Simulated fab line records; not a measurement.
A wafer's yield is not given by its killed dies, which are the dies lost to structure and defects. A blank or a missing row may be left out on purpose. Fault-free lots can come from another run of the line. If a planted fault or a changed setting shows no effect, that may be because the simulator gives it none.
A lot that was struck, set against a sound lot | flow n5-finfet | 16 out of 1938 route steps
Sound: these wafers, L827.2, L827.3, L827.6. Struck: wafer L843.5 (L843.1, L843.3, from the same lot, were not struck and are left out); the cause is given at the end.
Per side, at each step with rows, come the tool, then ch with its chambers, and then its first start. Under that, the readings that differ: sound wafers | struck wafers | difference of the means | sigmas: that difference in standard deviations of wafers without a fault.
alike: same words and numbers on both sides, and readings whose means sit less than 2 such deviations apart. not compared: any withheld reading, any reading some wafer has no value for, any bound like >300 that may hide the same value, and any number with overlapping values for which the record gives no deviation.
A row with sigmas, a row that says differs or no value, or rows on one side alone: a step with any of these is where the two part. Numbers that don't overlap but have no deviation are shown without sigmas and don't part them. A reading missing from all wafers of one side parts the sides only when that side holds two or more wafers.

first, 1 step without rows for these wafers: N5_STI_FIN_REVEAL_DENSIFY_02 (time 1800 s).
N5_STI_FIN_REVEAL_CMP_04: polishes, stops on Si3N4, t overpolish 4 s, target thk 131.83 nm.
  sound on cmp-03 ch 2,3, day 3 23:10; struck on cmp-04 ch 3, day 7 21:08
  reading              | sound             | struck | difference | sigmas
  overpolish-run-s (s) | 3.991 4.000 3.993 | 4.017  | +0.022     | +2
  alike: motor-current-A, time-to-endpoint-s
N5_STI_FIN_REVEAL_THK_MEAS_05:
  sound: film-metro-01 at day 3 23:27; struck: film-metro-01 at day 7 21:24
  alike: thk-nm
N5_STI_FIN_REVEAL_DENSIFY_30:
  sound on rtp-anneal-02 ch 0, day 3 23:31; struck on rtp-anneal-02 ch 0, day 7 21:29
  alike: lamp-power-pct
  not compared: wafer_temp_C_max
N5_STI_FIN_REVEAL_ETCHBACK_08: etches SiO2 in C4F6/O2, target depth 30.5 nm, time 10.167 s.
  sound on rie-diel-04 ch 0,2,3, day 3 23:56; struck on rie-diel-02 ch 1, day 7 21:41
  alike: chamber-pressure-mTorr, drypump-motor-current-A, mfc-ar-sccm, oes_o_777_au, oes-product-au, rf-vpp-V, showerhead-plenum-p-Torr, throttle-valve-pct
  not compared: rf-hours-counter-h
then, 5 steps without rows for these wafers: N5_STI_FIN_REVEAL_STRIP_24 (strips in N2/H2, time 90 s); N5_STI_FIN_REVEAL_PRECLEAN_25 (cleans in SPM, time 90 s); N5_STI_FIN_REVEAL_PRECLEAN_26 (cleans in SC1, time 45 s); N5_STI_FIN_REVEAL_PRECLEAN_29 (cleans in DHF, time 30 s); N5_STI_FIN_REVEAL_SRD_12 (time 30 s).
N5_STI_FIN_REVEAL_RECESS_09: chemistry HF/NH3, target SiO2, afs cycles 11, target depth 42.5 nm, sublimation time 60 s.
  sound on vapor-etch-01 ch 0,1, day 4 00:11; struck on vapor-etch-02 ch 0, day 7 21:56
  alike: drypump-motor-current-A
then, 1 step without rows for these wafers: N5_STI_FIN_REVEAL_STRIP_16 (strips SiNx in H3PO4, target depth 23.8 nm).
N5_STI_FIN_REVEAL_PRECLEAN_17: cleans in NF3:NH3, afs cycles 1, time 20 s, sublimation time 60 s.
  sound on remote-plasma-02 ch 1, day 4 02:06; struck on remote-plasma-02 ch 0, day 7 23:50
  reading    | sound    | struck | difference | sigmas
  time-s (s) | 20 20 20 | 21.641 | +1.641     |
N5_STI_FIN_REVEAL_ETCH_34: etches Si in H2, material Si, target depth 0.97 nm.
  sound on rie-si-03 ch 1,2,3, day 4 02:16; struck on rie-si-05 ch 1, day 8 00:02
  reading                | sound             | struck | difference | sigmas
  oes-product-au (a.u.)  | 0.987 0.979 0.981 | 1.040  | +0.058     | +3
  throttle-valve-pct (%) | 26.0 26.8 26.0    | 25.1   | -1.2       | -2
  alike: chamber-pressure-mTorr, drypump-motor-current-A
  not compared: rf-hours-counter-h
-- a jump in the record: the struck wafers' starts before and after are 6 days apart (it breaks off in module STI_FIN_REVEAL and resumes in module BEOL_M4, where the first step shown is number 1111 of the route) --
N5_BEOL_M4_RC_MEAS_101:
  sound on prober-01 ch 0, day 9 20:31; struck on prober-01 ch 0, day 13 13:13
  alike: DIBL_N, DIBL_P, IOFF_N, IOFF_P, ION_N, ION_P, SS_N, SS_P, VT_N, VT_P
following that, these wafers have no rows for 1 step: N5_PASSIVATION_PROBE_49.

## WHERE THEY PART
Earliest at N5_STI_FIN_REVEAL_CMP_04; latest, in this record, at N5_STI_FIN_REVEAL_ETCH_34. Later steps at which nothing parts them and some readings are alike: N5_BEOL_M4_RC_MEAS_101.

WHY: whatever the simulator had introduced
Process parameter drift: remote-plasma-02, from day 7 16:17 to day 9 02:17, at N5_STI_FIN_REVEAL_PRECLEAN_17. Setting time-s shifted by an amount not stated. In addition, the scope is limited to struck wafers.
